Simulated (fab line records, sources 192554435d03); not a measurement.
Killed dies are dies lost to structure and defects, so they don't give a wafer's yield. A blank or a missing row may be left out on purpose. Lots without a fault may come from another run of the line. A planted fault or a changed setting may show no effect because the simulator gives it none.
Chamber matching | flow n5_finfet | N5_BEOL_M5_CURE_80 on uv_cure-01: 3 sister chambers
The step cures SiCOH lowk, time 120 s. 3 wafers are shown with their chamber, then 10 later ones without.

WAFERS WITH THEIR CHAMBER
wafer  | chamber | wafer_temp_C_max
L086.4 | 1       | 371.7
L088.3 | 2       | 373.9
L090.2 | 0       | 372.0

WAFERS WITHOUT THEIR CHAMBER
wafer  | wafer_temp_C_max
L090.5 | 371.6
L093.1 | 371.7
L093.4 | 372.0
L093.6 | 371.6
L094.1 | 371.9
L094.2 | 371.5
L094.3 | 371.8
L097.3 | 372.8
L097.4 | 372.2
L097.6 | 372.9

WHICH CHAMBER EACH WENT THROUGH
wafer  | from the rows above          | in truth
L090.5 | can't be placed: 1 or 0      | 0
L093.1 | can't be placed: 1 or 0      | 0
L093.4 | can't be placed: 0 or 1      | 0
L093.6 | can't be placed: 1 or 0      | 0
L094.1 | can't be placed: 0 or 1      | 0
L094.2 | can't be placed: 1 or 0      | 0
L094.3 | can't be placed: 1 or 0      | 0
L097.3 | can't be placed: 0 or 2 or 1 | 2
L097.4 | can't be placed: 0 or 1      | 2
L097.6 | can't be placed: 0 or 2 or 1 | 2
Placed correctly: 0 of 10. Can't be placed from these rows: 10 (the true chamber is among the candidates in 9). Placed wrongly: 0.
How it was worked out, from the rows above alone: a wafer's distance from a chamber is the root of the sum, over the readings, of the square of ((its reading less the chamber's mean) divided by the reading's scatter). The wafer belongs to the nearest chamber; if the next one is less than 2 further off, it can't be placed. A chamber's mean is the mean of its shown wafers. The scatter: with one shown wafer a chamber, the root of the mean of the squares of how far each hidden wafer lies from its nearest shown one.
